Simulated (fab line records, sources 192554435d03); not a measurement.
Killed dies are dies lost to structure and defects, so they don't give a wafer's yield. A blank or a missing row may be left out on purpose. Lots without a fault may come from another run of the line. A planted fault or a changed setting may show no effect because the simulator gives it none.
A struck lot beside a sound one | flow n5_finfet | 14 steps out of a route of 1938
Sound: wafers L304.2, L304.4, L304.6. Struck: wafers L316.1, L316.5, L316.6. The cause comes at the end.
At each step with rows: each side's tool, then ch and its chambers, then its first start. Under that, the readings that differ: sound wafers | struck wafers | difference of the means | sigmas: that difference in standard deviations of wafers without a fault.
alike: readings whose means differ by less than 2 such deviations, and words and numbers that are the same on both sides. not compared: withheld readings, readings that some wafer has no value for, bounds like >300 that may hide the same value, and numbers for which the record gives no deviation and whose values overlap.
The two part at a step that has a row with sigmas, a row that says differs or no value, or rows on one side only. Numbers that don't overlap but have no deviation are shown without sigmas and don't part them. A reading that every wafer of one side lacks parts them only if that side has two wafers or more.

first, 2 steps without rows for these wafers: N5_DUMMY_REMOVAL_SRD_05 (time 30 s); N5_HKMG_FIN_IL_REGROW_00 (material SiO2, chemistry O3, target thk 0.75 nm, time 30 s).
N5_HKMG_FIN_HK_ALD_01: deposits HfO2, target thk 1.6 nm, pulse time 3 s, purge time 3 s.
  sound on ald_hk-02 ch 0,2,3, day 5 06:37; struck on ald_hk-01 ch 0,1, day 8 06:04
  alike: precursor_pulse_height_rel
  not compared: since_wet_clean_h
N5_HKMG_FIN_HK_ANNEAL_02: time 30 s.
  sound on rtp_anneal-01 ch 0, day 5 06:50; struck on rtp_anneal-02 ch 0, day 8 06:15
  alike: lamp_power_pct, wafer_temp_C_max
N5_HKMG_FIN_ALD_74: deposits La2O3, target thk 0.5 nm, pulse time 6 s, co reactant pulse time 1 s.
  sound on ald_hk-01 ch 1,2,3, day 5 07:02; struck on ald_hk-03 ch 0,1,2, day 8 06:28
  alike: heater_power_w, precursor_pulse_height_rel
  not compared: since_wet_clean_h
N5_HKMG_FIN_ALD_75: deposits Al2O3, target thk 1 nm, co reactant pulse time 1 s.
  sound on ald_hk-01 ch 1,2,3, day 5 07:11; struck on ald_hk-03 ch 0,1,2, day 8 06:33
  alike: heater_power_w, precursor_pulse_height_rel
then, 6 steps without rows for these wafers: N5_HKMG_FIN_COAT_41 (time 60 s, resist thk 300 nm); N5_HKMG_FIN_COAT_42 (time 60 s, resist thk 35 nm); N5_HKMG_FIN_COAT_43 (resist thk 90 nm); N5_HKMG_FIN_EBR_45; N5_HKMG_FIN_SOFTBAKE_44 (time 60 s); N5_HKMG_FIN_EXPOSE_46 (exposes mask NDIPOLE).
N5_HKMG_FIN_PEB_47: peb time 60 s.
  sound on litho_track-05 ch 0, day 5 07:32; struck on litho_track-05, day 8 06:49
  no value came back on the struck wafers for chill_plate_temp_C (C), exhaust_pa (Pa), resist_line_temp_C (C); on the sound wafers chill_plate_temp_C (C) reads 23.08 22.97 23.08
then, 1 step without rows for these wafers: N5_HKMG_FIN_DEVELOP_48 (develop time 30 s).

WHERE THEY PART
Only at N5_HKMG_FIN_PEB_47, within this record.

WHY: what the simulator had put in
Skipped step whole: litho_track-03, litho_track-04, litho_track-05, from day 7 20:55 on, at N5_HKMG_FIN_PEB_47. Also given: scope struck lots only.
